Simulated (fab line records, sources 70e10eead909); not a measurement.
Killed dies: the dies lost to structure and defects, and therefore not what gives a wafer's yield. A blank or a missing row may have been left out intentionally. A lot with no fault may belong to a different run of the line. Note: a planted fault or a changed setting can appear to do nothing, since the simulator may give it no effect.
A lot that was struck, set against a sound lot	flow nandHarc	15 out of 1159 route steps
Sound: the wafers L334.3, L334.4, L334.5. Struck: wafer L329.4. (L329.3, L329.5 of the same lot were not struck and are left out.) The cause comes at the end.
Order at every step that has rows: each side's tool, ch and its chambers, its first start. Under that, the readings that differ: sound wafers	struck wafers	difference of the means	sigmas: that difference in standard deviations of wafers without a fault.
alike: a reading whose means differ by less than 2 such deviations, as well as words and numbers matching on both sides. not compared: withheld readings; readings where some wafer has no value; bounds like >300 that might hide an equal value; numbers whose values overlap and for which the record gives no deviation.
Wherever a step has rows on one side only, a row that says differs or no value, or a row with sigmas, the two part there. When numbers do not overlap yet have no deviation, they are printed without sigmas and do not part them. Lack of a reading on every wafer of one side parts them only where that side has two or more wafers.

first, 4 steps without rows for these wafers: NHARC_P_CONTACT_EBR_08; NHARC_P_CONTACT_EXPOSE_09 (exposes mask P CA, target cd 90 nm); NHARC_P_CONTACT_PEB_10 (peb time 65 s); NHARC_P_CONTACT_DEVELOP_11 (develop time 35 s).
NHARC_P_CONTACT_CD_MEAS_12: target cd 90 nm.
  sound on cdSem-01 ch 0, day 9 18:55; struck on cdSem-01 ch 0, day 9 04:26
  alike: cdNm
NHARC_P_CONTACT_OVL_MEAS_13:
  sound on overlay-01, day 9 19:01; struck on overlay-01, day 9 04:32
reading	sound	struck	difference	sigmas
overlayYNm (nm)	1.5 1.9 1.8	-0.6	-2.3	-2
  alike: overlayXNm
NHARC_P_CONTACT_INSPECT_14:
  sound on defectInspect-02, day 9 19:02; struck on defectInspect-02, day 9 04:34
reading	sound	struck	difference	sigmas
rawDefectCount	3 1 3	7	+5	+2
NHARC_P_CONTACT_DESCUM_17: chemistry O2, time 3 s.
  sound on rieDiel-01 ch 1,2,3, day 9 19:07; struck on rieDiel-12 ch 2, day 9 04:37
reading	sound	struck	difference	sigmas
rfVppV (V)	58.8 58.3 58.2	55.9	-2.5	-3
  alike: drypumpMotorCurrentA, oesProductAu, showerheadPlenumPTorr, throttleValvePct
  not compared: rfHoursCounterH
NHARC_P_CONTACT_ETCH_35: etches the open film in CF4, target depth 39 nm, time 65 s.
  sound on rieDiel-01 ch 0,2, day 9 19:11; struck on rieDiel-12 ch 3, day 9 04:43
reading	sound	struck	difference	sigmas
cf4FlowSccm (sccm)	150.5 149.1 149.5	150.9	+1.2	+3
  alike: drypumpMotorCurrentA, oesProductAu, rfVppV, showerheadPlenumPTorr, throttleValvePct
  not compared: rfHoursCounterH
NHARC_P_CONTACT_ETCH_36: etches the open film in N2/H2, target depth 260 nm, time 406.25 s.
  sound on rieDiel-01 ch 1,2; struck on rieDiel-12 ch 3
  alike: drypumpMotorCurrentA, oesProductAu, rfVppV, showerheadPlenumPTorr, throttleValvePct
  not compared: rfHoursCounterH
NHARC_P_CONTACT_ETCH_18: etches the open film in C4F8/O2/Ar, target depth 481 nm, time 240.5 s.
  sound on rieDiel-01 ch 1,2; struck on rieDiel-12 ch 1
  alike: oesProductAu, rfVppV
  not compared: rfHoursCounterH
then, 1 step without rows for these wafers: NHARC_P_CONTACT_STRIP_37 (strips in C4F8/O2/Ar).
NHARC_P_CONTACT_ETCH_31: etches the open film in CH3F/O2, target depth 30 nm, time 85.7 s.
  sound on rieDiel-01 ch 0,1,2, day 9 19:51; struck on rieDiel-12 ch 0, day 9 05:23
reading	sound	struck	difference	sigmas
oesProductAu (a.u.)	0.961 0.973 0.991	0.634	-0.341	-34
  alike: drypumpMotorCurrentA, rfVppV, showerheadPlenumPTorr, throttleValvePct
  not compared: rfHoursCounterH
NHARC_P_CONTACT_CD_MEAS_19:
  sound on cdSem-03, day 9 19:59; struck on cdSem-01, day 9 05:30
  alike: cdNm
-- record jumps: 18 days between struck wafers' starts before vs after; left off in module P_CONTACT, resumes in module END, first step shown is number 1159 of the route --
NHARC_END_SORT_01:
  sound on prober-02 ch 0, day 27 16:17; struck on prober-02 ch 0, day 26 17:42
reading	sound	struck	difference	sigmas
killedAtPeriphery	2 1 5	375	+372	+99 or more
killedDies	19 18 25	415	+394	+33
  alike: killedAtArray, killedAtOther, killedOpen, killedShort

## WHERE THEY PART
Earliest at NHARC_P_CONTACT_OVL_MEAS_13; latest, in this record, at NHARC_END_SORT_01.

WHY: what had been put in by the simulator
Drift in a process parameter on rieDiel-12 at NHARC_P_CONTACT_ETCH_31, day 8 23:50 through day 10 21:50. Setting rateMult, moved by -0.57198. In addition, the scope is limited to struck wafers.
